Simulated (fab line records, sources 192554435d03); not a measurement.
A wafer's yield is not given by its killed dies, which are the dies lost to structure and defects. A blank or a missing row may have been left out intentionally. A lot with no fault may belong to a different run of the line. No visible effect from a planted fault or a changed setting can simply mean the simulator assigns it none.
Chamber matching	flow n5 finfet	N5_BEOL_M1_ETCH_63 on rie diel-05: 4 sister chambers
The step etches SiARC in CF4, target depth 15.6 nm, time 26 s. 4 wafers are shown with their chamber, then 10 later ones without.

== EACH WAFER AND ITS CHAMBER ==
wafer	chamber	showerhead plenum p Torr (Torr)
L083.4	3	2.23
L084.3	2	2.20
L085.2	1	2.17
L085.3	0	2.03

== WAFERS WITHOUT THEIR CHAMBER ==
wafer	showerhead plenum p Torr (Torr)
L085.6	2.23
L091.2	2.17
L091.3	2.03
L091.4	2.22
L094.2	2.17
L094.5	2.20
L094.6	2.17
L095.1	2.22
L095.3	2.17
L095.4	2.02

== EACH ONE'S CHAMBER ==
wafer	from the rows above	in truth
L085.6	3	3
L091.2	1	1
L091.3	0	0
L091.4	can't be placed: 3 or 2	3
L094.2	1	1
L094.5	2	2
L094.6	1	1
L095.1	can't be placed: 3 or 2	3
L095.3	1	1
L095.4	0	0
Correctly placed: 8 of 10. Cannot be placed on the basis of these rows: 2; the candidates contain the true chamber in 2. Number placed wrongly: 0.
How it was worked out, from the rows above alone: a wafer's distance from a chamber is the root of the sum, over the readings, of the square of ((its reading less the chamber's mean) divided by the reading's scatter). If the next closest chamber is less than 2 further off than the closest, the wafer can't be placed; otherwise it belongs to the closest. A chamber's mean is the mean of its shown wafers. The scatter: with one shown wafer a chamber, the root of the mean of the squares of how far each hidden wafer lies from its nearest shown one.
